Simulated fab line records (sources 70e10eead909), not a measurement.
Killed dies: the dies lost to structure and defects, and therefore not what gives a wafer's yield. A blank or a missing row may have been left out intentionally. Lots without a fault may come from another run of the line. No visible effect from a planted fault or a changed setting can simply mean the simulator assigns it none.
Problem report in the 8D (eight disciplines) form, filled by code / flow nand_harc / the parts of the form that need people (team, actions taken, sign-off) are left out

== 1. THE ISSUE ==
At NHARC_A_STAIRCASE_DESCUM_291, run_length_s averages 25.10 s over 3 wafers from 2 lots, while fault-free wafers read 23.89 s, standard deviation 0.29. Relative to the usual mean, that is a shift of +4.2 standard deviations.
The step: chemistry O2, time 3 s.
The first sign was on wafer L951.3 at day 19 22:55, on rie_diel-06. The record has a number at this step for 33 wafers belonging to 12 lots. Rule for "out" (also "out of limits"): further than 4 standard deviations from the usual mean. The other wafers with a number count as sound.

== 2. WHAT IT IS; WHAT IT IS NOT ==
question=which readings at this step | is=run_length_s | is not=chamber_pressure_mTorr, drypump_motor_current_A, oes_product_au, rf_vpp_V, throttle_valve_pct
question=which lots | is=L951, L952 | is not=L947, L957, L958, L959, L960, L961, L962, L964, L965, L967
question=which wafers of those lots | is=all that have a number | is not=-
question=read on which tools | is=rie_diel-06 | is not=rie_diel-02, rie_diel-04
question=when | is=from day 19 22:55 | is not=up to then (3 sound wafers); but 27 sound wafers of L957, L958, L959, L960, L961, L962, L964, L965, L967 came after

== 3. SUSPECTS, AND WHAT RULES EACH OUT ==
Counting: any tool at a process step up to the reading is kept as a suspect provided that every lot that is out went through it and no sound lot did after the first of them.
- rie_diel-06 at NHARC_A_STAIRCASE_DESCUM_291 (chemistry O2, time 3 s): ruled out as a lasting fault. The sound lots L959, L961, L962, L964, L965 went through it after L951, its earliest lot that is out (day 19 22:55).
Left after counting: nothing in the record.

== 4. THE CAUSE (what the simulator had put in) ==
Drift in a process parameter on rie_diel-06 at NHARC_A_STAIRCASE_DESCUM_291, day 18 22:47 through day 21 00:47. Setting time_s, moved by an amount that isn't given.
Counting ruled it out, wrongly.

== 5. SEQUENCE OF EFFECTS, ordered by route ==
Each row: a reading whose mean over the struck wafers that have a number lies more than 3 standard deviations from the usual. Only readings for which the record gives a usual standard deviation are gone through. hours: the time from each lot's start at the first step in this table that gives one to its start at this step, as a median over the lots. sigmas: the change in usual standard deviations.
hours=0; step=NHARC_A_STAIRCASE_DESCUM_291; reading=run_length_s; usual=23.89 s; on struck wafers=25.10; change=+1.21; sigmas=+4.2
Here are the process steps it includes:
- NHARC_A_STAIRCASE_DESCUM_291: chemistry O2, time 3 s.
At these later measuring or inspecting steps, every struck wafer for which the step has a row has a number for every such reading, and none has moved that far: NHARC_END_SORT_01.

== 6. HOW IT WOULD HAVE BEEN CAUGHT EARLIER ==
In this record no reading fell out of limits until day 19 22:55, 24 hours after the fault had begun at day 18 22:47.
